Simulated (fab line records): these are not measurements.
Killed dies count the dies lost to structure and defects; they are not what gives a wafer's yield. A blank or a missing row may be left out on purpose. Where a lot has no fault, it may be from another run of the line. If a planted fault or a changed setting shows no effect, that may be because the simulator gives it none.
fab line records + flow n5-finfet
record
- lots=9
- wafers=27
- last-day=17
route steps=1938 shown BEOL_M1@770 BEOL_M4@1111 PASSIVATION@1936
lots with no fault: from the same line, run without faults
start-h: hours from the record's first day to the start of the lot's first wafer shown + wait-h: hours elapsed since this lot's preceding step + " the same as in the row above + L1.1+2: a row that stands for several wafers + - no value present, or no start provided + * or withheld: withheld + < > ~ a bound
route shown NAME@n: a module of which the file shows steps, and the number in the route of the first + usual: average and standard deviation across the fault-free wafers + same: alike in all rows + chamber/n: place in a boat + sites: each site's reading + _std_site: their standard deviation + _edge_site: outer sites' mean less inner sites' + radius-mm: how far each site lies from the wafer's centre + mask NAME#n: copy n + behind: the most recent tool/chamber to have shaped the wafer + hold: reason for holding the lot/hours on hold/outcome of the hold + device: transistor that didn't switch, given as n, p or np + end of line: the route-end tests of the same wafers + a step with no rows: only its recipe + killed: dies that structure and defects cost at the first sort, which is not the same as the wafer's yield + map: a wafer's dies, x killed, . not, _ none there
set.NAME: the run value of the setting; set.NAME@STEP: its run value at that earlier step + model.NAME: the simulator's own value behind a step, which no gauge read
route steps across a sampled set of lots; one table per step, one row per wafer
services: a tool's chamber out of use, with start hour (start-h, from the record's first day; less than 0 if before it), hours out, and reason
## steps
# step N5_BEOL_M1_ETCH_64
# recipe
- chemistry=N2/H2
- target=SOC
- target-depth-a=750
- overetch-a=150
- mask-material=SiARC
- temp-c=40
- time-s=112.5
- ion-energy-ev=200
- pressure-mtorr=30
- source-w=840
- bias-w=150
- n2-flow-sccm=200
- h2-flow-sccm=200
# usual
- bias-w=150.0/0.47
- drypump-motor-current-A=5.92/0.27
- oes-product-au=0.60/0.051
- rf-vpp-V=524.2/2
- showerhead-plenum-p-Torr=2.55/0.073
- throttle-valve-pct=17.77/0.25
| lot.wafer | tool        | chamber | start-h | wait-h | bias-w | drypump-motor-current-A | oes-product-au | rf-hours-counter-h | rf-vpp-V | showerhead-plenum-p-Torr | throttle-valve-pct |
|-----------|-------------|---------|---------|--------|--------|-------------------------|----------------|--------------------|----------|--------------------------|--------------------|
| L766.3    | rie-diel-03 | 1       | 126.00  | 0.0    | 151.0  | 5.49                    | 0.57           | 190                | 524.7    | 2.52                     | 18.08              |
| L766.4    | "           | 3       | "       | "      | 149.8  | 5.85                    | 0.58           | 208                | 526.2    | 2.63                     | 17.74              |
| L766.5    | "           | 0       | "       | "      | 150.9  | 5.75                    | 0.61           | -                  | 519.3    | 2.43                     | 17.76              |
| L768.2    | rie-diel-02 | 0       | 134.31  | 0.0    | 150.0  | 5.50                    | 0.77           | 1                  | 522.1    | 2.49                     | 17.51              |
| L768.5    | "           | 1       | "       | "      | 150.2  | 6.01                    | 0.67           | -                  | 526.8    | 2.69                     | 17.43              |
| L768.6    | "           | 0       | "       | "      | 149.1  | 5.51                    | 0.77           | -                  | 521.9    | 2.49                     | 17.49              |
| L769.1    | rie-diel-06 | 0       | 134.33  | 0.0    | 150.5  | 5.80                    | 0.58           | 161                | 526.5    | 2.68                     | 18.02              |
| L769.2    | "           | 1       | "       | "      | 149.5  | 6.46                    | 0.70           | 42                 | 524.9    | 2.57                     | 17.32              |
| L769.5    | "           | 2       | "       | "      | 149.5  | 6.05                    | 0.57           | -                  | 523.9    | 2.49                     | 17.55              |
| L771.1    | rie-diel-03 | 1       | 155.44  | 0.0    | 149.6  | 5.50                    | 0.56           | 199                | 524.5    | 2.52                     | 18.08              |
| L771.4    | "           | 0       | "       | "      | 149.9  | 5.71                    | 0.60           | 159                | 519.4    | 2.42                     | 17.78              |
| L771.5    | "           | 1       | "       | "      | 150.0  | 5.53                    | 0.56           | -                  | 523.7    | 2.52                     | 18.12              |
| L774.1    | rie-diel-03 | 0       | 174.86  | 0.0    | 149.9  | 5.74                    | 0.60           | 164                | 519.6    | 2.42                     | 17.78              |
| L774.2    | "           | 1       | "       | "      | 150.1  | 5.47                    | 0.56           | 203                | 522.2    | 2.52                     | 18.11              |
| L774.6    | "           | 2       | "       | "      | 148.7  | 6.04                    | 0.63           | -                  | 525.5    | 2.58                     | 17.89              |
| L778.1    | rie-diel-06 | 2       | 195.66  | 0.0    | 150.2  | 6.05                    | 0.55           | 202                | 522.9    | 2.49                     | 17.58              |
| L778.2    | "           | 0       | "       | "      | 150.2  | 5.76                    | 0.57           | 177                | 526.7    | 2.67                     | 18.04              |
| L778.5    | "           | 3       | "       | "      | 149.9  | 5.81                    | 0.56           | -                  | 522.9    | 2.51                     | 18.06              |
| L779.1    | rie-diel-02 | 0       | 202.20  | 0.0    | 149.5  | 5.49                    | 0.71           | 25                 | 522.9    | 2.48                     | 17.52              |
| L779.4    | "           | 1       | "       | "      | 150.1  | 5.98                    | 0.65           | 70                 | 527.7    | 2.68                     | 17.45              |
| L779.6    | "           | 2       | "       | "      | 149.9  | 5.97                    | 0.58           | -                  | 524.0    | 2.54                     | 17.66              |
| L784.2    | rie-diel-03 | 2       | 238.59  | 0.0    | 149.4  | 6.04                    | 0.61           | 102                | 524.2    | 2.57                     | 17.92              |
| L784.3    | "           | 3       | "       | "      | 149.9  | 5.88                    | 0.56           | 241                | 527.5    | 2.62                     | 17.78              |
| L784.5    | "           | 3       | "       | "      | 150.0  | 5.85                    | 0.55           | -                  | 527.0    | 2.62                     | 17.77              |
| L788.3    | rie-diel-06 | 2       | 255.18  | 0.0    | 149.8  | 6.05                    | 0.55           | 220                | 524.2    | 2.48                     | 17.60              |
| L788.5    | "           | 1       | "       | "      | 149.8  | 6.50                    | 0.66           | -                  | 524.4    | 2.55                     | 17.39              |
| L788.6    | "           | 2       | "       | "      | 149.7  | 6.03                    | 0.55           | -                  | 523.9    | 2.48                     | 17.61              |
# step N5_BEOL_M1_CD_MEAS_18
# recipe
- pitch-nm=36
- target-cd-nm=18
# usual
- cd-nm=18.0/0.46
| lot.wafer | tool      | chamber | start-h | wait-h | cd-nm |
|-----------|-----------|---------|---------|--------|-------|
| L766.3    | cd-sem-01 | -       | 126.36  | 0.1    | 18.1  |
| L766.4    | "         | -       | "       | "      | 17.7  |
| L766.5    | "         | -       | "       | "      | 17.3  |
| L769.1    | cd-sem-03 | -       | 134.68  | 0.0    | 17.5  |
| L769.2    | "         | -       | "       | "      | 18.4  |
| L769.5    | "         | -       | "       | "      | 17.9  |
| L768.2    | cd-sem-02 | -       | 134.75  | 0.1    | 17.8  |
| L768.5    | "         | -       | "       | "      | 17.8  |
| L768.6    | "         | -       | "       | "      | 17.5  |
| L771.1    | cd-sem-02 | -       | 155.78  | 0.0    | 18.1  |
| L771.4    | "         | -       | "       | "      | 17.9  |
| L771.5    | "         | -       | "       | "      | 18.2  |
| L774.1    | cd-sem-03 | -       | 175.21  | 0.0    | 17.8  |
| L774.2    | "         | -       | "       | "      | 17.7  |
| L774.6    | "         | -       | "       | "      | 17.2  |
| L778.1    | cd-sem-03 | -       | 196.01  | 0.0    | 18.8  |
| L778.2    | "         | -       | "       | "      | 18.7  |
| L778.5    | "         | -       | "       | "      | 18.1  |
| L779.1    | cd-sem-02 | -       | 202.68  | 0.0    | 18.4  |
| L779.4    | "         | -       | "       | "      | 18.2  |
| L779.6    | "         | -       | "       | "      | 18.4  |
| L784.2    | cd-sem-01 | -       | 238.94  | 0.1    | 17.7  |
| L784.3    | "         | -       | "       | "      | 18.3  |
| L784.5    | "         | -       | "       | "      | 18.2  |
| L788.3    | cd-sem-02 | -       | 255.67  | 0.1    | 18.4  |
| L788.5    | "         | -       | "       | "      | 18.6  |
| L788.6    | "         | -       | "       | "      | 18.7  |
# step N5_BEOL_M1_DESCUM_33
# recipe
- chemistry=O2
- time-s=7
- source-power-w=50
- bias-power-w=20
- pressure-mtorr=20
- rf-frequency-hz=2.712e+07
- temp-c=40
- resist=CAR-EUV
- o2-flow-sccm=225
# usual
- drypump-motor-current-A=5.89/0.27
- oes-product-au=0.78/0.083
- rf-vpp-V=243.3/1.2
- showerhead-plenum-p-Torr=2.10/0.056
- throttle-valve-pct=20.37/0.25
| lot.wafer | tool        | chamber | start-h | wait-h | drypump-motor-current-A | oes-product-au | rf-hours-counter-h | rf-vpp-V | showerhead-plenum-p-Torr | throttle-valve-pct |
|-----------|-------------|---------|---------|--------|-------------------------|----------------|--------------------|----------|--------------------------|--------------------|
| L766.3    | rie-diel-03 | 0       | 126.94  | 0.0    | 5.71                    | 0.78           | 151                | 241.3    | 2.02                     | 20.53              |
| L766.4    | "           | 3       | "       | "      | 5.83                    | 0.72           | 209                | 244.3    | 2.17                     | 20.40              |
| L766.5    | "           | 2       | "       | "      | 6.03                    | 0.83           | -                  | 242.8    | 2.10                     | 20.23              |
| L769.1    | rie-diel-03 | 2       | 135.12  | 0.0    | 6.06                    | 0.82           | 73                 | 243.7    | 2.10                     | 20.22              |
| L769.2    | "           | 3       | "       | "      | 5.85                    | 0.70           | 211                | 243.1    | 2.17                     | 20.38              |
| L769.5    | "           | 3       | "       | "      | 5.85                    | 0.71           | -                  | 243.4    | 2.17                     | 20.40              |
| L768.2    | rie-diel-06 | 1       | 135.19  | 0.0    | 6.49                    | 0.89           | 42                 | 244.3    | 2.13                     | 20.08              |
| L768.5    | "           | 0       | "       | "      | 5.79                    | 0.71           | -                  | 243.9    | 2.20                     | 20.65              |
| L768.6    | "           | 1       | "       | "      | 6.46                    | 0.89           | -                  | 242.9    | 2.13                     | 20.09              |
| L771.1    | rie-diel-03 | 2       | 156.23  | 0.0    | 6.05                    | 0.82           | 79                 | 244.8    | 2.10                     | 20.24              |
| L771.4    | "           | 0       | "       | "      | 5.76                    | 0.76           | 159                | 242.1    | 2.01                     | 20.55              |
| L771.5    | "           | 0       | "       | "      | 5.71                    | 0.76           | -                  | 241.3    | 2.01                     | 20.55              |
| L774.1    | rie-diel-06 | 3       | 175.65  | 0.0    | 5.77                    | 0.70           | 213                | 244.1    | 2.09                     | 20.84              |
| L774.2    | "           | 1       | "       | "      | 6.49                    | 0.86           | 54                 | 243.3    | 2.12                     | 20.09              |
| L774.6    | "           | 1       | "       | "      | 6.50                    | 0.87           | -                  | 243.0    | 2.12                     | 20.11              |
| L778.1    | rie-diel-06 | 1       | 196.57  | 0.0    | 6.52                    | 0.87           | 59                 | 244.5    | 2.12                     | 20.10              |
| L778.2    | "           | 2       | "       | "      | 6.04                    | 0.71           | 202                | 243.0    | 2.09                     | 20.62              |
| L778.5    | "           | 3       | "       | "      | 5.79                    | 0.71           | -                  | 244.1    | 2.08                     | 20.84              |
| L779.1    | rie-diel-02 | 1       | 203.12  | 0.0    | 5.96                    | 0.82           | 70                 | 244.8    | 2.18                     | 20.02              |
| L779.4    | "           | 3       | "       | "      | 6.15                    | 0.91           | 18                 | 242.9    | 2.05                     | 20.16              |
| L779.6    | "           | 3       | "       | "      | 6.14                    | 0.91           | -                  | 241.9    | 2.05                     | 20.15              |
| L784.2    | rie-diel-02 | 0       | 239.38  | 0.0    | 5.47                    | 0.89           | 36                 | 241.9    | 2.03                     | 20.20              |
| L784.3    | "           | 3       | "       | "      | 6.14                    | 0.88           | 29                 | 243.5    | 2.05                     | 20.18              |
| L784.5    | "           | 1       | "       | "      | 5.98                    | 0.80           | -                  | 244.6    | 2.18                     | 20.03              |
| L788.3    | rie-diel-03 | 2       | 256.52  | 0.3    | 6.04                    | 0.78           | 109                | 243.1    | 2.09                     | 20.26              |
| L788.5    | "           | 2       | "       | "      | 6.01                    | 0.79           | -                  | 243.5    | 2.09                     | 20.26              |
| L788.6    | "           | 1       | "       | "      | 5.48                    | 0.68           | -                  | 242.1    | 2.05                     | 20.71              |
# step N5_BEOL_M1_TRENCH_ETCH_37
# recipe
- chemistry=C4F6/O2
- target-depth-a=552.07
- target=SiOC
- time-s=29
- ion-energy-ev=250
- pressure-mtorr=30
- source-w=355
- bias-w=185
- Ar_flow_sccm=300
- C4F6_flow_sccm=10
- O2_flow_sccm=10
# usual
- bias-w=185.0/0.5
- drypump-motor-current-A=5.89/0.27
- oes-product-au=0.77/0.075
- rf-vpp-V=660/26
- showerhead-plenum-p-Torr=2.85/0.068
- throttle-valve-pct=20.83/0.23
| lot.wafer | tool        | chamber | start-h | wait-h | bias-w | drypump-motor-current-A | oes-product-au | rf-hours-counter-h | rf-vpp-V | showerhead-plenum-p-Torr | throttle-valve-pct |
|-----------|-------------|---------|---------|--------|--------|-------------------------|----------------|--------------------|----------|--------------------------|--------------------|
| L766.3    | rie-diel-03 | 0       | 127.92  | -      | 184.9  | 5.71                    | 0.78           | 151                | 668      | 2.74                     | 20.92              |
| L766.4    | "           | 2       | "       | "      | 184.3  | 6.06                    | 0.82           | 71                 | 616      | 2.89                     | 20.84              |
| L766.5    | "           | 1       | "       | "      | 184.6  | 5.49                    | 0.71           | -                  | 691      | 2.84                     | 21.24              |
| L769.1    | rie-diel-06 | 1       | 140.15  | -      | 185.0  | 6.48                    | 0.87           | 43                 | 693      | 2.93                     | 20.66              |
| L769.2    | "           | 3       | "       | "      | 185.1  | 5.79                    | 0.70           | 203                | 653      | 2.84                     | 21.21              |
| L769.5    | "           | 2       | "       | "      | 185.1  | 6.01                    | 0.72           | -                  | 656      | 2.79                     | 20.69              |
| L768.2    | rie-diel-03 | 2       | 140.23  | -      | 185.3  | 6.08                    | 0.82           | 74                 | 615      | 2.89                     | 20.87              |
| L768.5    | "           | 3       | "       | "      | 185.3  | 5.87                    | 0.72           | -                  | 677      | 2.90                     | 20.54              |
| L768.6    | "           | 2       | "       | "      | 186.1  | 6.05                    | 0.81           | -                  | 614      | 2.89                     | 20.87              |
| L771.1    | rie-diel-03 | 1       | 157.99  | -      | 198.5  | 5.48                    | 0.72           | 199                | 727      | 2.83                     | 21.27              |
| L771.4    | "           | 3       | "       | "      | 198.4  | 5.83                    | 0.71           | 217                | 714      | 2.89                     | 20.55              |
| L771.5    | "           | 0       | "       | "      | 197.7  | 5.71                    | 0.78           | -                  | 703      | 2.74                     | 20.95              |
| L774.1    | rie-diel-03 | 3       | 179.86  | -      | 197.3  | 5.86                    | 0.72           | 223                | 714      | 2.89                     | 20.58              |
| L774.2    | "           | 1       | "       | "      | 197.3  | 5.48                    | 0.71           | 204                | 729      | 2.83                     | 21.25              |
| L774.6    | "           | 2       | "       | "      | 198.1  | 6.05                    | 0.82           | -                  | 649      | 2.88                     | 20.87              |
| L778.1    | rie-diel-06 | 3       | 198.16  | -      | 185.1  | 5.78                    | 0.69           | 218                | 653      | 2.83                     | 21.23              |
| L778.2    | "           | 1       | "       | "      | 185.3  | 6.51                    | 0.84           | 60                 | 694      | 2.92                     | 20.70              |
| L778.5    | "           | 0       | "       | "      | 184.8  | 5.79                    | 0.72           | -                  | 667      | 2.93                     | 20.81              |
| L779.1    | rie-diel-02 | 3       | 206.95  | -      | 185.3  | 6.13                    | 0.90           | 19                 | 621      | 2.81                     | 20.64              |
| L779.4    | "           | 1       | "       | "      | 183.8  | 6.00                    | 0.82           | 72                 | 685      | 2.99                     | 20.61              |
| L779.6    | "           | 2       | "       | "      | 184.6  | 5.94                    | 0.74           | -                  | 638      | 2.86                     | 20.73              |
| L784.2    | rie-diel-02 | 1       | 240.10  | -      | 185.1  | 5.98                    | 0.82           | 82                 | 684      | 2.99                     | 20.62              |
| L784.3    | "           | 2       | "       | "      | 186.2  | 5.95                    | 0.73           | 186                | 636      | 2.86                     | 20.75              |
| L784.5    | "           | 1       | "       | "      | 184.9  | 5.99                    | 0.82           | -                  | 684      | 2.99                     | 20.63              |
| L788.3    | rie-diel-02 | 2       | 257.36  | -      | 184.8  | 5.98                    | 0.72           | 191                | 637      | 2.85                     | 20.77              |
| L788.5    | "           | 3       | "       | "      | 184.4  | 6.15                    | 0.87           | -                  | 619      | 2.80                     | 20.67              |
| L788.6    | "           | 2       | "       | "      | 185.2  | 5.98                    | 0.73           | -                  | 637      | 2.85                     | 20.77              |
# step N5_BEOL_M4_RC_MEAS_101
# usual
- DIBL_N=36.8/2.2
- DIBL_P=37.1/2.8
- IOFF_N=0.17/0.04
- IOFF_P=0.22/0.049
- ION_N=672/16
- ION_P=460/9.2
- SS_N=71.6/0.69
- SS_P=73.5/0.78
- VT_N=249/3.6
- VT_P=-250/3.9
| lot.wafer | tool      | chamber | start-h | wait-h | DIBL_N[mV/V] | DIBL_P[mV/V] | IOFF_N[nA/um] | IOFF_P[nA/um] | ION_N[uA/um] | ION_P[uA/um] | SS_N[mV/dec] | SS_P[mV/dec] | VT_N[mV] | VT_P[mV] |
|-----------|-----------|---------|---------|--------|--------------|--------------|---------------|---------------|--------------|--------------|--------------|--------------|----------|----------|
| L766.3    | prober-01 | 0       | 158.88  | 0.3    | 34.6         | 32.9         | 0.13          | 0.15          | 677          | 457          | 71.2         | 72.6         | 251      | -253     |
| L766.4    | "         | 0       | "       | "      | 39.5         | 37.6         | 0.21          | 0.21          | 667          | 451          | 72.4         | 74.0         | 249      | -253     |
| L766.5    | "         | 0       | "       | "      | 40.4         | 38.7         | 0.24          | 0.22          | 674          | 450          | 72.4         | 73.6         | 247      | -254     |
| L769.1    | prober-01 | 0       | 175.04  | 0.0    | 38.2         | 40.1         | 0.21          | 0.22          | 699          | 462          | 72.3         | 73.7         | 245      | -251     |
| L769.2    | "         | 0       | "       | "      | 34.5         | 34.8         | 0.14          | 0.16          | 670          | 454          | 70.7         | 73.0         | 252      | -253     |
| L769.5    | "         | 0       | "       | "      | 37.9         | 39.2         | 0.23          | 0.23          | 703          | 472          | 72.0         | 73.6         | 246      | -250     |
| L768.2    | prober-02 | 0       | 177.80  | 0.2    | 35.8         | 33.7         | 0.13          | 0.16          | 652          | 444          | 71.7         | 73.2         | 256      | -257     |
| L768.5    | "         | 0       | "       | "      | 37.0         | 36.1         | 0.14          | 0.19          | 650          | 448          | 72.7         | 73.2         | 258      | -255     |
| L768.6    | "         | 0       | "       | "      | 36.4         | 35.2         | 0.14          | 0.18          | 658          | 447          | 72.3         | 72.8         | 253      | -256     |
| L771.1    | prober-02 | 0       | 196.60  | 0.0    | 40.3         | 40.0         | 0.24          | 0.28          | 690          | 470          | 72.1         | 74.7         | 246      | -248     |
| L771.4    | "         | 0       | "       | "      | 36.1         | 34.9         | 0.16          | 0.19          | 670          | 455          | 70.3         | 73.5         | 245      | -252     |
| L771.5    | "         | 0       | "       | "      | 37.4         | 35.9         | 0.16          | 0.20          | 672          | 454          | 71.9         | 73.1         | 251      | -250     |
| L774.1    | prober-02 | 0       | 210.01  | 0.0    | 36.9         | 37.9         | 0.17          | 0.23          | 669          | 459          | 70.8         | 72.6         | 249      | -249     |
| L774.2    | "         | 0       | "       | "      | 39.3         | 42.0         | 0.22          | 0.31          | 692          | 475          | 71.6         | 74.2         | 246      | -245     |
| L774.6    | "         | 0       | "       | "      | 40.9         | 42.6         | 0.26          | 0.36          | 683          | 473          | 72.6         | 75.1         | 244      | -243     |
| L778.1    | prober-02 | 0       | 235.41  | 0.0    | 36.0         | 35.3         | 0.16          | 0.18          | 662          | 443          | 71.3         | 72.8         | 249      | -253     |
| L778.2    | "         | 0       | "       | "      | 38.7         | 39.5         | 0.22          | 0.26          | 697          | 474          | 72.4         | 75.4         | 243      | -246     |
| L778.5    | "         | 0       | "       | "      | 38.1         | 38.7         | 0.21          | 0.25          | 681          | 458          | 71.9         | 74.5         | 244      | -249     |
| L779.1    | prober-02 | 0       | 242.97  | 0.0    | 33.8         | 33.3         | 0.12          | 0.21          | 645          | 455          | 70.3         | 72.8         | 253      | -248     |
| L779.4    | "         | 0       | "       | "      | 36.5         | 36.7         | 0.15          | 0.27          | 659          | 468          | 71.6         | 73.7         | 252      | -247     |
| L779.6    | "         | 0       | "       | "      | 32.0         | 31.2         | 0.10          | 0.18          | 656          | 461          | 70.1         | 72.2         | 255      | -248     |
| L784.2    | prober-02 | 0       | 280.17  | 0.2    | 34.0         | 33.7         | 0.13          | 0.19          | 664          | 458          | 70.4         | 73.1         | 252      | -252     |
| L784.3    | "         | 0       | "       | "      | 36.2         | 35.2         | 0.15          | 0.20          | 652          | 452          | 71.9         | 73.1         | 252      | -254     |
| L784.5    | "         | 0       | "       | "      | 34.6         | 33.4         | 0.14          | 0.17          | 659          | 455          | 71.2         | 73.2         | 250      | -253     |
| L788.3    | prober-02 | 0       | 303.15  | 0.3    | 34.2         | 34.1         | 0.13          | 0.16          | 643          | 441          | 72.1         | 72.9         | 254      | -256     |
| L788.5    | "         | 0       | "       | "      | 34.4         | 35.3         | 0.13          | 0.18          | 671          | 459          | 71.4         | 73.7         | 253      | -255     |
| L788.6    | "         | 0       | "       | "      | 36.8         | 37.6         | 0.17          | 0.21          | 685          | 456          | 72.5         | 74.1         | 248      | -252     |
# step N5_PASSIVATION_PROBE_49
# usual
- defect-limited-yield=91.1/1.5
- killed_at_M0_to_M3=35/11
- killed_at_M4_up=13/5.7
- killed-at-contacts=12/5.7
- killed-at-front-end=40/11
- killed-at-other=4/4.4
- killed-dies=105/18
- killed-open=68/14
- killed-short=34/7.4
- sort_bin_4_leakage=0.00/0.011
- sort_bin_5_function=5.2/1
- sort_bin_6_memory=3.3/0.67
- sort_bin_8_speed=0.04/0.29
- sort-n-pass=1074/18
- sort-yield-pct=91.0/1.5
# same
- gross-dies=1180
- killed-at-back-side=0
| lot.wafer | tool      | chamber | start-h | wait-h | defect-limited-yield[%] | killed_at_M0_to_M3 | killed_at_M4_up | killed-at-contacts | killed-at-front-end | killed-at-other | killed-dies | killed-open | killed-short | sort_bin_4_leakage[%] | sort_bin_5_function[%] | sort_bin_6_memory[%] | sort_bin_8_speed[%] | sort-n-pass | sort-yield-pct[%] |
|-----------|-----------|---------|---------|--------|-------------------------|--------------------|-----------------|--------------------|---------------------|-----------------|-------------|-------------|--------------|-----------------------|------------------------|----------------------|---------------------|-------------|-------------------|
| L766.3    | prober-02 | -       | 261.83  | 0.9    | 89.1                    | 36                 | 10              | 12                 | 48                  | 23              | 129         | 71          | 46           | 0                     | 6.8                    | 3.3                  | 0                   | 1051        | 89.1              |
| L766.4    | prober-02 | -       | 261.88  | 0.9    | 91.7                    | 32                 | 14              | 2                  | 40                  | 10              | 98          | 61          | 32           | 0                     | 4.2                    | 3.6                  | 0                   | 1082        | 91.7              |
| L766.5    | prober-02 | -       | 261.93  | 1.0    | 89.7                    | 52                 | 26              | 10                 | 29                  | 5               | 122         | 84          | 37           | 0                     | 6.1                    | 3.9                  | 0                   | 1058        | 89.7              |
| L778.1    | prober-01 | -       | 327.48  | 0.0    | 88.4                    | 49                 | 11              | 24                 | 49                  | 4               | 137         | 87          | 38           | 0                     | 6.4                    | 4.2                  | 0                   | 1043        | 88.4              |
| L778.2    | prober-01 | -       | 327.53  | 0.1    | 90.1                    | 43                 | 11              | 12                 | 50                  | 1               | 117         | 76          | 41           | 0                     | 6.7                    | 2.9                  | 0                   | 1063        | 90.1              |
| L778.5    | prober-01 | -       | 327.68  | 0.2    | 92.5                    | 31                 | 15              | 12                 | 29                  | 1               | 88          | 65          | 14           | 0                     | 4.4                    | 2.9                  | 0                   | 1092        | 92.5              |
| L779.1    | prober-02 | -       | 345.86  | 0.3    | 90.0                    | 18                 | 17              | 28                 | 52                  | 3               | 118         | 86          | 31           | 0                     | 5.7                    | 3.7                  | 0                   | 1062        | 90.0              |
| L779.4    | prober-02 | -       | 346.01  | 0.5    | 93.1                    | 20                 | 14              | 9                  | 35                  | 4               | 82          | 56          | 22           | 0                     | 3.4                    | 3.1                  | 0                   | 1098        | 93.1              |
| L779.6    | prober-02 | -       | 346.11  | 0.6    | 89.4                    | 45                 | 27              | 19                 | 33                  | 1               | 125         | 80          | 43           | 0                     | 6.3                    | 4.1                  | 0                   | 1055        | 89.4              |
# killed by level:class
L766.3 GATE_CUT:geometric-particle:short=7 BEOL_M0_SAQP:geometric-particle:open=7 BEOL_M1:geometric-particle:short=7 HKMG_FIN:area-etch=7 FIN_SAQP:geometric-particle:open=6 DUMMY_GATE:geometric-particle:open=6 BEOL_M2:geometric-particle:open=6 GATE_CUT:geometric-particle:open=6
L766.4 FIN_SAQP:geometric-particle:open=16 FIN_SAQP:geometric-particle:short=8 BEOL_M3:geometric-particle:open=8 BEOL_M0_SAQP:geometric-particle:open=5 BEOL_M4:geometric-particle:open=5 DUMMY_GATE:geometric-particle:open=4 BEOL_M0_SAQP:geometric-particle:short=4 BEOL_M0:geometric-particle:open=4
L766.5 BEOL_M3:geometric-particle:open=14 BEOL_M5:geometric-particle:open=11 BEOL_M0_SAQP:geometric-particle:open=10 MOL_CONTACT_COAG:geometric-particle:open=8 BEOL_M1:geometric-particle:short=8 FIN_SAQP:geometric-particle:open=5 STI_FIN_REVEAL:geometric-particle:open=5 BEOL_M1:geometric-particle:open=5
L778.1 MOL_CONTACT_COAG:geometric-particle:open=21 BEOL_M0_SAQP:geometric-particle:open=19 BEOL_M0_SAQP:geometric-particle:short=13 FIN_SAQP:geometric-particle:open=11 FIN_SAQP:geometric-particle:short=9 HKMG_FIN:area-etch=8 STI_FIN_REVEAL:geometric-particle:open=7 BEOL_M3:geometric-particle:open=7
L778.2 FIN_SAQP:geometric-particle:open=12 BEOL_M1:geometric-particle:open=11 FIN_SAQP:geometric-particle:short=10 MOL_CONTACT_COAG:geometric-particle:open=10 BEOL_M0_SAQP:geometric-particle:open=8 BEOL_M0_SAQP:geometric-particle:short=8 BEOL_M4:geometric-particle:open=7 STI_FIN_REVEAL:geometric-particle:open=6
L778.5 BEOL_M1:geometric-particle:open=11 MOL_CONTACT_COAG:geometric-particle:open=10 FIN_SAQP:geometric-particle:open=8 BEOL_M0_SAQP:geometric-particle:open=7 BEOL_M3:geometric-particle:open=6 BEOL_M4:geometric-particle:open=6 FIN_CUT:area-etch=6 GATE_CUT:geometric-particle:short=4
L779.1 STI_FIN_REVEAL:geometric-particle:open=23 MOL_CONTACT_COAG:geometric-particle:open=21 BEOL_M4:geometric-particle:open=9 MOL_CONTACT_COAG:geometric-particle:short=7 GATE_CUT:geometric-particle:open=6 STI_FIN_REVEAL:geometric-particle:short=5 BEOL_M0_SAQP:geometric-particle:open=4 BEOL_M1:geometric-particle:open=4
L779.4 BEOL_M4:geometric-particle:open=8 MOL_CONTACT_COAG:geometric-particle:open=7 STI_FIN_REVEAL:geometric-particle:open=6 BEOL_M0_SAQP:geometric-particle:short=5 FIN_SAQP:geometric-particle:short=4 GATE_CUT:geometric-particle:short=4 BEOL_M0_SAQP:geometric-particle:open=4 BEOL_M1:geometric-particle:open=4
L779.6 BEOL_M0_SAQP:geometric-particle:short=15 MOL_CONTACT_COAG:geometric-particle:open=14 STI_FIN_REVEAL:geometric-particle:open=12 BEOL_M4:geometric-particle:open=11 BEOL_M0_SAQP:geometric-particle:open=9 BEOL_M2:geometric-particle:open=6 MOL_CONTACT_COAG:geometric-particle:short=5 BEOL_M1:geometric-particle:open=5
## services
| tool        | chamber | start-h | hours | kind                          |
|-------------|---------|---------|-------|-------------------------------|
| rie-diel-02 | 0       | 119.54  | -     | clean                         |
| rie-diel-02 | 0       | 119.54  | -     | consumable-replace:focus-ring |
| rie-diel-02 | 0       | 119.54  | 13.2  | scheduled-down                |
| rie-diel-02 | 0       | 119.54  | 13.2  | vent-cycle                    |
| rie-diel-02 | 3       | 133.06  | -     | clean                         |
| rie-diel-02 | 3       | 133.06  | -     | consumable-replace:focus-ring |
| rie-diel-02 | 3       | 133.06  | 21.0  | scheduled-down                |
| rie-diel-02 | 3       | 133.06  | 21.0  | vent-cycle                    |
| rie-diel-03 | -       | 220.73  | 0.9   | repair                        |
| rie-diel-02 | 3       | 229.20  | 1.3   | repair                        |
| rie-diel-03 | 0       | 237.94  | 16.9  | repair                        |
## key
first-sign
- step=N5_BEOL_M1_TRENCH_ETCH_37
- reading=bias-w
- direction=up
- sigmas=26
- usual=*
- struck=*
effect
- step=N5_BEOL_M1_TRENCH_ETCH_37
- reading=rf-vpp-V
- direction=up
- sigmas=1.7
- usual=660
- struck=706
met-at N5_BEOL_M1_TRENCH_ETCH_37
struck-lots L771,L774
baseline-loss
- step=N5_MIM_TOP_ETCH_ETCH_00
- wafers=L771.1
baseline-loss
- step=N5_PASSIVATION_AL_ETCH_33
- wafers=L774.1
baseline-loss
- step=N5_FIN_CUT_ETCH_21
- wafers=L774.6
not-acting-at N5_BEOL_M1_ETCH_64,N5_BEOL_M1_CD_MEAS_18,N5_BEOL_M1_DESCUM_33
onset-between 140.23 157.99
fault
- kind=process-parameter-drift
- tool=rie-diel-03
- chamber=-
- onset-h=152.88
- steps=N5_BEOL_M1_TRENCH_ETCH_37
- channel=bias-w
- offset=*
- shape=step
- end-h=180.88
- acts-in=*
- stated=*
# baseline-loss: these wafers lose ten dies or more at that step, a loss of the line's own and not of a fault; the sort's usual values leave them out
